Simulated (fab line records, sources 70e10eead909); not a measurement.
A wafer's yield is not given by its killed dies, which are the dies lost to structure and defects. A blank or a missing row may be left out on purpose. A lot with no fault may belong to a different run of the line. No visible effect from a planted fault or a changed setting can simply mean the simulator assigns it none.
A struck lot beside a sound one || flow nand-harc || 15 out of 1302 route steps
Sound: these wafers, L439.1, L439.2, L439.4. Struck: wafer L447.3 (left out: L447.4, L447.5 of the same lot, which were not struck); the cause appears at the end.
Per side, at each step with rows, come the tool, then ch with its chambers, and then its first start. Under that, the readings that differ: sound wafers || struck wafers || difference of the means || sigmas: that difference in standard deviations of wafers without a fault.
alike: readings whose means differ by less than 2 such deviations, and words and numbers that are the same on both sides. not compared: withheld readings, readings that some wafer has no value for, bounds like >300 that may hide the same value, and numbers for which the record gives no deviation and whose values overlap.
A row with sigmas, a row that says differs or no value, or rows on one side alone: a step with any of these is where the two part. Non-overlapping numbers with no deviation appear without sigmas and do not part them. A reading that every wafer of one side lacks parts them only if that side has two wafers or more.

NHARC_A_ONON_D2_THK_MEAS_02: measures by ellipsometry.
  sound: film-metro-01 at day 16 21:59; struck: film-metro-02 at day 20 01:43
  alike: thk-nm
then, no rows for these wafers at 1 step: NHARC_A_ONON_D2_DEP_03 (target thk 1000 nm).
NHARC_A_ONON_D2_THK_MEAS_05: measures by ellipsometry.
  sound: film-metro-01 at day 16 22:32; struck: film-metro-01 at day 20 02:18
  alike: thk-nm
then, no rows for these wafers at 1 step: NHARC_A_ONON_D2_DEP_06 (target thk 1000 nm).
NHARC_A_ONON_D2_THK_MEAS_08: measures by ellipsometry.
  sound: film-metro-01 at day 16 23:06; struck: film-metro-02 at day 20 02:52
  alike: thk-nm
then, no rows for these wafers at 1 step: NHARC_A_ONON_D2_DEP_09 (target thk 1000 nm).
NHARC_A_ONON_D2_THK_MEAS_11: measures by ellipsometry.
  sound: film-metro-01 at day 16 23:40; struck: film-metro-02 at day 20 03:26
  alike: thk-nm
then, no rows for these wafers at 1 step: NHARC_A_ONON_D2_DEP_12 (target thk 1000 nm).
NHARC_A_ONON_D2_THK_MEAS_14: measures by ellipsometry.
  sound: film-metro-01 at day 17 00:14; struck: film-metro-02 at day 20 04:00
{"reading": "thk-nm (nm)", "sound": "1004 1007 1007", "struck": 990, "difference": -16, "sigmas": -2}
then, 2 steps without rows for these wafers: NHARC_A_ONON_D2_ANNEAL_15 (time 3600 s); NHARC_A_ONON_D2_DEP_16 (target thk 1000 nm).
NHARC_A_ONON_D2_THK_MEAS_18: measures by ellipsometry.
  sound: film-metro-01 at day 17 07:35; struck: film-metro-02 at day 20 11:46
  alike: thk-nm
NHARC_A_ONON_D2_DEP_19: target thk 1000 nm.
  sound on pecvd-onon-04 ch 0, day 17 07:38; struck on pecvd-onon-04 ch 0, day 20 11:56
  alike: nh3-flow-sccm
NHARC_A_ONON_D2_THK_MEAS_21: measures by ellipsometry.
  sound: film-metro-02 at day 17 08:08; struck: film-metro-01 at day 20 12:19
{"reading": "thk-nm (nm)", "sound": "1006 1004 1004", "struck": 1530, "difference": "+525", "sigmas": "+54"}
then, no rows for these wafers at 1 step: NHARC_A_ONON_D2_DEP_22 (target thk 1000 nm).

== WHERE THEY PART ==
Last at NHARC_A_ONON_D2_THK_MEAS_21 as far as this record goes, first at NHARC_A_ONON_D2_THK_MEAS_14.

WHY: the cause the simulator had injected
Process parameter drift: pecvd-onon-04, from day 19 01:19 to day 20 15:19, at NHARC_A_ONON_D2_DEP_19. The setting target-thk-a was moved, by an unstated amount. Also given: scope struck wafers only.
